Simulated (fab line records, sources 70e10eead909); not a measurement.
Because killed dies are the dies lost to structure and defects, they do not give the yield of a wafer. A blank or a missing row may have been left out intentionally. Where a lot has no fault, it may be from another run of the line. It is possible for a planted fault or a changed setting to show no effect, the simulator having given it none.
Matching of chambers -- flow nand_harc -- 4 sister chambers for NHARC_A_STAIRCASE_CMP_450 on cmp-02
The step polishes SiO2, target thk 200 nm. 4 wafers are shown with their chamber, then 7 later ones without.

## WAFERS WITH THEIR CHAMBER
wafer,chamber,motor_current_A (A)
L971.2,3,11.0
L971.5,1,11.4
L973.3,0,14.3
L973.4,2,10.6

## WAFERS WITH NO CHAMBER GIVEN
wafer,motor_current_A (A)
L973.5,10.5
L977.1,10.9
L977.4,13.7
L977.5,14.3
L976.3,11.9
L976.4,14.4
L976.6,11.4

## WHICH CHAMBER EACH ONE RAN IN
wafer,from the rows above,in truth
L973.5,can't be placed: 2 or 3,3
L977.1,can't be placed: 3 or 2 or 1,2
L977.4,0,0
L977.5,0,0
L976.3,can't be placed: 1 or 3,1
L976.4,0,0
L976.6,can't be placed: 1 or 3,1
Placed correctly: 3 of 7. Not placeable from these rows: 4 (in 4, the candidates include the true chamber). Number placed wrongly: 0.
How it was worked out, from the rows above alone: a wafer's distance from a chamber is the root of the sum, over the readings, of the square of ((its reading less the chamber's mean) divided by the reading's scatter). The wafer belongs to the nearest chamber; if the next one is less than 2 further off, it can't be placed. A chamber's mean is the mean of its shown wafers. The scatter: root of mean squared gap, hidden wafer to nearest shown wafer, with one shown wafer a chamber.
